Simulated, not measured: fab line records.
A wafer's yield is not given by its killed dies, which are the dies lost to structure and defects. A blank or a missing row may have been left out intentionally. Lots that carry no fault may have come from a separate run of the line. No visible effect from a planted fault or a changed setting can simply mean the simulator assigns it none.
Which tool is to blame? / flow nand_harc / 24 lots, 72 wafers sampled, at 2 steps of a route of 1159

== WHAT THE GAUGES READ, wafer by wafer ==
NHARC_A_CONTACT_CD_MEAS_69: target cd 200 nm.
lot=L078; measured=day 17 00:19; on=cd_sem-03; cd_nm (nm)=200.0 199.6 199.7
lot=L079; measured=day 17 05:29; on=cd_sem-03; cd_nm (nm)=199.7 200.2 200.4
lot=L076; measured=day 17 06:05; on=cd_sem-02; cd_nm (nm)=199.6 200.5 199.6
lot=L075; measured=day 17 07:55; on=cd_sem-01; cd_nm (nm)=199.8 199.4 199.4
lot=L074; measured=day 17 11:10; on=cd_sem-01; cd_nm (nm)=200.3 200.3 200.0
lot=L077; measured=day 17 11:19; on=cd_sem-02; cd_nm (nm)=199.4 199.2 199.3
lot=L080; measured=day 18 00:11; on=cd_sem-01; cd_nm (nm)=198.5 200.4 199.3
lot=L083; measured=day 18 12:29; on=cd_sem-01; cd_nm (nm)=200.2 200.7 200.8
lot=L082; measured=day 18 17:56; on=cd_sem-03; cd_nm (nm)=199.9 200.0 199.9
lot=L084; measured=day 18 23:14; on=cd_sem-03; cd_nm (nm)=199.9 200.0 200.1
lot=L081; measured=day 19 00:26; on=cd_sem-02; cd_nm (nm)=199.9 199.4 199.5
lot=L085; measured=day 19 09:32; on=cd_sem-01; cd_nm (nm)=200.1 200.4 200.0
lot=L089; measured=day 19 10:35; on=cd_sem-03; cd_nm (nm)=199.5 199.7 199.9
lot=L087; measured=day 20 01:25; on=cd_sem-03; cd_nm (nm)=200.8 199.7 200.4
lot=L086; measured=day 20 03:10; on=cd_sem-01; cd_nm (nm)=200.3 199.3 199.8
lot=L088; measured=day 20 14:14; on=cd_sem-02; cd_nm (nm)=199.7 200.1 199.6
lot=L090; measured=day 20 15:10; on=cd_sem-01; cd_nm (nm)=200.3 200.8 200.7
lot=L091; measured=day 20 18:41; on=cd_sem-01; cd_nm (nm)=199.6 199.1 199.0
lot=L092; measured=day 20 20:07; on=cd_sem-03; cd_nm (nm)=199.2 199.4 200.2
lot=L094; measured=day 21 11:06; on=cd_sem-02; cd_nm (nm)=199.6 200.0 199.4
lot=L093; measured=day 21 11:18; on=cd_sem-01; cd_nm (nm)=200.6 200.3 199.6
lot=L097; measured=day 22 00:20; on=cd_sem-02; cd_nm (nm)=199.1 200.3 199.6
lot=L095; measured=day 22 01:19; on=cd_sem-01; cd_nm (nm)=200.2 199.5 200.0
lot=L096; measured=day 22 05:37; on=cd_sem-03; cd_nm (nm)=200.4 200.7 199.9

NHARC_A_CONTACT_OVL_MEAS_70.
lot=L078; measured=day 17 00:25; on=overlay-02; overlay_x_nm (nm)=0.0 0.2 -0.7; overlay_y_nm (nm)=0.7 1.5 1.0
lot=L079; measured=day 17 05:34; on=overlay-02; overlay_x_nm (nm)=0.5 0.1 -0.5; overlay_y_nm (nm)=0.2 0.2 0.2
lot=L076; measured=day 17 06:11; on=overlay-01; overlay_x_nm (nm)=-1.2 -1.1 -1.1; overlay_y_nm (nm)=-0.3 0.3 0.2
lot=L075; measured=day 17 07:59; on=overlay-02; overlay_x_nm (nm)=0.5 0.9 0.5; overlay_y_nm (nm)=-0.4 0.2 -0.3
lot=L074; measured=day 17 11:14; on=overlay-02; overlay_x_nm (nm)=1.1 0.9 0.5; overlay_y_nm (nm)=-0.8 -0.8 -1.2
lot=L077; measured=day 17 11:24; on=overlay-01; overlay_x_nm (nm)=-0.1 -0.5 -0.4; overlay_y_nm (nm)=-0.6 -0.6 -0.6
lot=L080; measured=day 18 00:16; on=overlay-01; overlay_x_nm (nm)=0.9 1.1 1.9; overlay_y_nm (nm)=1.1 1.1 1.1
lot=L083; measured=day 18 12:34; on=overlay-02; overlay_x_nm (nm)=-0.2 -0.1 -0.4; overlay_y_nm (nm)=-0.2 0.0 0.1
lot=L082; measured=day 18 18:02; on=overlay-02; overlay_x_nm (nm)=-0.8 -1.2 -0.9; overlay_y_nm (nm)=-0.4 -0.1 -0.4
lot=L084; measured=day 18 23:20; on=overlay-02; overlay_x_nm (nm)=0.1 -0.7 -0.1; overlay_y_nm (nm)=-0.3 0.4 0.2
lot=L081; measured=day 19 00:31; on=overlay-01; overlay_x_nm (nm)=-0.9 -0.7 -0.8; overlay_y_nm (nm)=-0.7 -0.5 -0.5
lot=L085; measured=day 19 09:37; on=overlay-01; overlay_x_nm (nm)=-1.2 -1.2 -1.2; overlay_y_nm (nm)=1.6 1.5 1.8
lot=L089; measured=day 19 10:40; on=overlay-01; overlay_x_nm (nm)=-1.0 -1.0 -0.8; overlay_y_nm (nm)=-1.7 -1.2 -0.8
lot=L087; measured=day 20 01:29; on=overlay-01; overlay_x_nm (nm)=1.3 1.5 1.4; overlay_y_nm (nm)=2.0 2.2 2.1
lot=L086; measured=day 20 03:15; on=overlay-01; overlay_x_nm (nm)=-0.7 -0.2 -0.9; overlay_y_nm (nm)=-0.5 -0.8 -0.3
lot=L088; measured=day 20 14:19; on=overlay-01; overlay_x_nm (nm)=-0.4 -1.2 -0.6; overlay_y_nm (nm)=-0.6 -0.3 -0.7
lot=L090; measured=day 20 15:14; on=overlay-01; overlay_x_nm (nm)=0.3 0.7 0.9; overlay_y_nm (nm)=-0.1 0.4 0.3
lot=L091; measured=day 20 18:47; on=overlay-02; overlay_x_nm (nm)=-0.6 0.0 0.3; overlay_y_nm (nm)=2.4 2.0 1.6
lot=L092; measured=day 20 20:11; on=overlay-02; overlay_x_nm (nm)=-2.3 -2.0 -2.7; overlay_y_nm (nm)=0.2 -0.3 0.1
lot=L094; measured=day 21 11:11; on=overlay-01; overlay_x_nm (nm)=1.9 2.2 1.9; overlay_y_nm (nm)=-0.5 -0.3 -0.5
lot=L093; measured=day 21 11:23; on=overlay-02; overlay_x_nm (nm)=0.8 1.1 1.0; overlay_y_nm (nm)=-0.9 -0.4 -1.1
lot=L097; measured=day 22 00:26; on=overlay-01; overlay_x_nm (nm)=-0.3 0.4 0.1; overlay_y_nm (nm)=-0.7 -1.4 -1.1
lot=L095; measured=day 22 01:25; on=overlay-02; overlay_x_nm (nm)=-0.1 0.2 -0.2; overlay_y_nm (nm)=-0.3 0.0 -0.5
lot=L096; measured=day 22 05:42; on=overlay-02; overlay_x_nm (nm)=0.0 -0.1 0.0; overlay_y_nm (nm)=0.5 0.7 0.7

== WHICH TOOL RAN EACH LOT (tool, then ch and the chambers of the sampled wafers, then the start) ==
Before these readings, the record contains no process step.

== AS READ BY THE TOOLS THEMSELVES (means over the sampled wafers that have a number; for cases with no such wafer, the mark the record gives instead) ==
The record holds no such reading with a usual standard deviation.

== THE ANSWER, worked out from the rows above alone ==
Rule: usual is defined by the lots themselves. The widest of any qualifying gaps counts: lots, ordered by their means at a reading, are off when they make up no more than a third of the lots, leave a main group of 4 or more, and stand apart from it by 3 or more times the standard deviation of that group's means. Not used: any main group whose means are identical at the precision the tables above print for the reading. Also off: a lot with no number at a reading for which 4 or more lots have one. The other lots that the step has rows for count as sound. The gauges are gone through in route order, then the tools' own readings, and for those a lot's mean is taken as printed above. The first step at which some lot is off is used, and at that step the reading that is off furthest; a lot without a number counts as furthest.
None of the lots is off at any reading shown; this tells nothing.

== WHAT HAD BEEN PUT IN BY THE SIMULATOR ==
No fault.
